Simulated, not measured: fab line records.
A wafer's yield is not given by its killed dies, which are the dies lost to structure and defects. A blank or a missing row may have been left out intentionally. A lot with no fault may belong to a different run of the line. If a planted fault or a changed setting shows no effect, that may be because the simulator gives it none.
Matching of chambers	flow n5 finfet	3 sister chambers for N5_BEOL_M7_CURE_74 on uv cure-01
The step cures SiCOH lowk, time 240 s. 6 wafers are shown with their chamber, then 12 later ones without.

WAFERS, EACH WITH ITS CHAMBER
wafer	chamber	wafer_temp_C_max	lamp power pct (%)
L078.4	0	388.5	52.30
L078.6	0	387.0	52.28
L089.3	1	387.2	52.37
L089.5	1	386.1	52.30
L091.5	2	385.6	52.31
L091.6	2	385.9	52.40

WAFERS WHOSE CHAMBER IS MISSING
wafer	wafer_temp_C_max	lamp power pct (%)
L091.2	386.1	52.35
L091.3	385.4	52.32
L091.4	385.7	52.26
L093.2	386.3	52.44
L093.4	385.9	52.24
L093.5	385.9	52.32
L097.4	388.6	52.28
L097.5	387.7	52.32
L097.6	387.9	52.29
L096.2	385.5	52.15
L096.4	385.2	52.29
L096.6	385.4	52.31

CHAMBER TAKEN BY EACH
wafer	from the rows above	in truth
L091.2	can't be placed: 2 or 1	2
L091.3	can't be placed: 2 or 1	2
L091.4	can't be placed: 1 or 2 or 0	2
L093.2	can't be placed: 2 or 1 or 0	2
L093.4	can't be placed: 1 or 2 or 0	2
L093.5	can't be placed: 2 or 1 or 0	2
L097.4	can't be placed: 0 or 1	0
L097.5	can't be placed: 0 or 1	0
L097.6	can't be placed: 0 or 1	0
L096.2	can't be placed: 0 or 1 or 2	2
L096.4	can't be placed: 2 or 1 or 0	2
L096.6	can't be placed: 2 or 1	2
Correctly placed: 0 of 12. Not placeable from these rows: 12 (in 12, the candidates include the true chamber). 0 placed wrongly.
How it was worked out, from the rows above alone: a wafer's distance from a chamber is the root of the sum, over the readings, of the square of ((its reading less the chamber's mean) divided by the reading's scatter). If the next closest chamber is less than 2 further off than the closest, the wafer can't be placed; otherwise it belongs to the closest. A chamber's mean is the mean of its shown wafers. The scatter: the root of (the sum of the squares of (reading less its chamber's mean) over the shown wafers, divided by (wafers less chambers)).
